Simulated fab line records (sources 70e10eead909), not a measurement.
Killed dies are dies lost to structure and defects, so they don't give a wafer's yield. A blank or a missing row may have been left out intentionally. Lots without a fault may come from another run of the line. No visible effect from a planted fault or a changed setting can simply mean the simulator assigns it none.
Chamber matching    flow nandHarc    rieDiel-12 running NHARC_A_STAIRCASE_TRIM_20: 4 sister chambers
The step chemistry O2, time 211.2 s. 8 wafers are shown with their chamber, then 7 later ones without.

## WAFERS WITH THEIR CHAMBER
wafer   chamber  showerheadPlenumPTorr (Torr)  o2FlowSccm (sccm)
L076.3  3        3.46                          499.0
L080.1  3        3.46                          501.1
L080.2  1        3.78                          502.7
L085.2  0        3.64                          501.5
L085.4  2        3.35                          501.2
L085.5  0        3.65                          502.0
L089.1  2        3.35                          499.9
L089.5  1        3.77                          501.1

## WAFERS WITHOUT THEIR CHAMBER
wafer   showerheadPlenumPTorr (Torr)  o2FlowSccm (sccm)
L089.6  3.34                          501.7
L094.1  3.76                          498.2
L094.2  3.34                          498.2
L094.3  3.63                          499.2
L097.1  3.43                          499.4
L097.3  3.63                          501.0
L097.4  3.75                          500.9

## EACH ONE'S CHAMBER
wafer   from the rows above  in truth
L089.6  2                    2
L094.1  1                    1
L094.2  2                    2
L094.3  0                    0
L097.1  3                    3
L097.3  0                    0
L097.4  1                    1
Correctly placed: 7 of 7. Can't be placed from these rows: 0. Wrongly placed: 0.
How it was worked out, from the rows above alone: a wafer's distance from a chamber is the root of the sum, over the readings, of the square of ((its reading less the chamber's mean) divided by the reading's scatter). The wafer belongs to the nearest chamber; if the next one is less than 2 further off, it can't be placed. A chamber's mean is the mean of its shown wafers. The scatter: the root of (the sum of the squares of (reading less its chamber's mean) over the shown wafers, divided by (wafers less chambers)).
